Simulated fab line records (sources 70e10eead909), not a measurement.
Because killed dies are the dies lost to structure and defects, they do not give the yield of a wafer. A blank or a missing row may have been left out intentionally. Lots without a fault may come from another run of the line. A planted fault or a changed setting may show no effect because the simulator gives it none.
Which tool did it? + flow nandHarc + 6 lots, 18 wafers sampled, at 4 steps of a route of 1302

## WHAT EACH GAUGE READ, for each wafer
NHARC_A_ONON_D2_THK_MEAS_34: measures by ellipsometry.
| lot  | measured     | on           | thkNm (nm)        |
|------|--------------|--------------|-------------------|
| L810 | day 13 20:14 | filmMetro-01 | 201.2 201.7 204.9 |
| L813 | day 15 16:19 | filmMetro-01 | 204.0 204.8 202.5 |
| L817 | day 17 03:58 | filmMetro-01 | 200.6 201.3 203.6 |
| L818 | day 17 15:11 | filmMetro-02 | 199.9 194.8 203.4 |
| L825 | day 20 10:08 | filmMetro-02 | 168.5 196.5 202.8 |
| L829 | day 22 12:09 | filmMetro-01 | 194.0 193.6 203.1 |

## WHAT TOOL EACH LOT RAN ON (gives the tool, then ch and the chambers of the sampled wafers, and finally the start)
| lot  | NHARC_A_CHANNEL_FILL_D1_STRIP_29             | NHARC_A_CHANNEL_FILL_D1_CMP_10 | NHARC_A_ONON_D2_DEP_33          |
|------|----------------------------------------------|--------------------------------|---------------------------------|
| L810 | rieDiel-05 ch 0,3, day 11 21:36 or earlier   | cmp-02 ch 1,2, day 11 21:36    | pecvd-03 ch 0,1,2, day 13 19:57 |
| L813 | rieDiel-11 ch 0,1,3, day 13 15:02 or earlier | cmp-03 ch 2,3, day 13 15:02    | pecvd-04 ch 0,1,2, day 15 16:02 |
| L817 | rieDiel-01 ch 1,2,3, day 15 05:26 or earlier | cmp-01 ch 2,3, day 15 05:26    | pecvd-01 ch 0,1,2, day 17 03:33 |
| L818 | rieDiel-11 ch 0,1,3, day 15 15:43 or earlier | cmp-02 ch 0,2,3, day 15 15:43  | pecvd-04 ch 0,1,2, day 17 14:46 |
| L825 | rieDiel-11 ch 0,1,3, day 18 05:49 or earlier | cmp-02 ch 0,2,3, day 18 05:49  | pecvd-03 ch 0,1,2, day 20 09:43 |
| L829 | rieDiel-05 ch 0,2, day 20 10:23 or earlier   | cmp-01 ch 0,2, day 20 10:23    | pecvd-01 ch 0,1,2, day 22 11:44 |
- NHARC_A_CHANNEL_FILL_D1_STRIP_29: strips in O2, time 20 s.
- NHARC_A_CHANNEL_FILL_D1_CMP_10: polishes, target thk 150 nm.
- NHARC_A_ONON_D2_DEP_33: deposits SiO2, target thk 200 nm.

## THE ANSWER, worked out from the rows above alone
Rule: the lots themselves supply what counts as usual. Put in order of their means at a reading, lots are off if they are a third of the lots or fewer, leave a main group of 4 or more, and stand apart from it by a gap of 3 or more times the standard deviation of the main group's means; of several such gaps the widest counts. If all means in a main group match to the digits the tables above print for the reading, that group is not used. Also off: a lot with no number at a reading for which 4 or more lots have one. Where the step has rows for the other lots, those lots are counted as sound.
Off: L825, at NHARC_A_ONON_D2_THK_MEAS_34 (thkNm). Mean 200.9 nm and standard deviation 2.5 in the main group.
A tool fits if, at a process step before that reading, it ran every lot that is off, and no sound lot after the first of them. Gauges at NHARC_A_ONON_D2_THK_MEAS_34: tried the same way as those tools. Because NHARC_A_CHANNEL_FILL_D1_STRIP_29 lacks a start for some lots, the hours and order of its lots are taken from NHARC_A_CHANNEL_FILL_D1_CMP_10. Can't be told from this: 4 tools fit, rieDiel-11 at NHARC_A_CHANNEL_FILL_D1_STRIP_29, cmp-02 at NHARC_A_CHANNEL_FILL_D1_CMP_10, pecvd-03 at NHARC_A_ONON_D2_DEP_33, filmMetro-02 at NHARC_A_ONON_D2_THK_MEAS_34.

## WHAT WAS PUT IN BY THE SIMULATOR
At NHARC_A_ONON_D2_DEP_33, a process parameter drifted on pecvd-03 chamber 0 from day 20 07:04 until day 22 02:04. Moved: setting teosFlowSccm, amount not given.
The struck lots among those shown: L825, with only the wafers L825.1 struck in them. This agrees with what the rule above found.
